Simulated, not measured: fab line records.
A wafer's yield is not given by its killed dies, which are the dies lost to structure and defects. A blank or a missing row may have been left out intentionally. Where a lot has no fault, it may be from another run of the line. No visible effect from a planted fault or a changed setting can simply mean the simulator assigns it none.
Chamber matching || flow n5_finfet || rie_diel-05 running N5_BEOL_M0_SAQP_ETCH_88: 4 sister chambers
The step etches underlayer in N2/H2, target depth 6.5 nm, time 5.2 s. 8 wafers are shown with their chamber, then 7 later ones without.

== WAFERS PAIRED WITH THEIR CHAMBERS ==
{"wafer": "L076.6", "chamber": 2, "throttle_valve_pct (%)": 17.66, "etch_rf_on_time_s (s)": 5.61}
{"wafer": "L082.4", "chamber": 2, "throttle_valve_pct (%)": 17.65, "etch_rf_on_time_s (s)": 5.63}
{"wafer": "L082.5", "chamber": 0, "throttle_valve_pct (%)": 18.12, "etch_rf_on_time_s (s)": 5.01}
{"wafer": "L083.2", "chamber": 3, "throttle_valve_pct (%)": 18.16, "etch_rf_on_time_s (s)": 5.36}
{"wafer": "L083.3", "chamber": 1, "throttle_valve_pct (%)": 17.80, "etch_rf_on_time_s (s)": 5.01}
{"wafer": "L083.4", "chamber": 0, "throttle_valve_pct (%)": 18.10, "etch_rf_on_time_s (s)": 5.02}
{"wafer": "L084.4", "chamber": 1, "throttle_valve_pct (%)": 17.81, "etch_rf_on_time_s (s)": 5.01}
{"wafer": "L084.5", "chamber": 3, "throttle_valve_pct (%)": 18.15, "etch_rf_on_time_s (s)": 5.33}

== WAFERS WITHOUT THEIR CHAMBER ==
{"wafer": "L084.6", "throttle_valve_pct (%)": 18.13, "etch_rf_on_time_s (s)": 4.97}
{"wafer": "L086.1", "throttle_valve_pct (%)": 17.68, "etch_rf_on_time_s (s)": 5.74}
{"wafer": "L086.3", "throttle_valve_pct (%)": 18.17, "etch_rf_on_time_s (s)": 5.38}
{"wafer": "L086.5", "throttle_valve_pct (%)": 17.68, "etch_rf_on_time_s (s)": 5.73}
{"wafer": "L092.1", "throttle_valve_pct (%)": 18.16, "etch_rf_on_time_s (s)": 5.05}
{"wafer": "L092.3", "throttle_valve_pct (%)": 18.19, "etch_rf_on_time_s (s)": 5.41}
{"wafer": "L092.4", "throttle_valve_pct (%)": 17.71, "etch_rf_on_time_s (s)": 5.60}

== EACH ONE'S CHAMBER ==
{"wafer": "L084.6", "from the rows above": 0, "in truth": 0}
{"wafer": "L086.1", "from the rows above": 2, "in truth": 2}
{"wafer": "L086.3", "from the rows above": 3, "in truth": 3}
{"wafer": "L086.5", "from the rows above": 2, "in truth": 2}
{"wafer": "L092.1", "from the rows above": 0, "in truth": 0}
{"wafer": "L092.3", "from the rows above": 3, "in truth": 3}
{"wafer": "L092.4", "from the rows above": 2, "in truth": 2}
7 of 7 placed correctly. Not placeable from these rows: 0. Placed wrongly: 0.
How it was worked out, from the rows above alone: a wafer's distance from a chamber is the root of the sum, over the readings, of the square of ((its reading less the chamber's mean) divided by the reading's scatter). The wafer belongs to the nearest chamber; if the next one is less than 2 further off, it can't be placed. For every chamber, the mean is computed from those of its wafers that are shown. How the scatter is found: for the shown wafers, subtract from each reading the mean of its chamber, square and add these, divide the total by (wafers less chambers), then take the root.
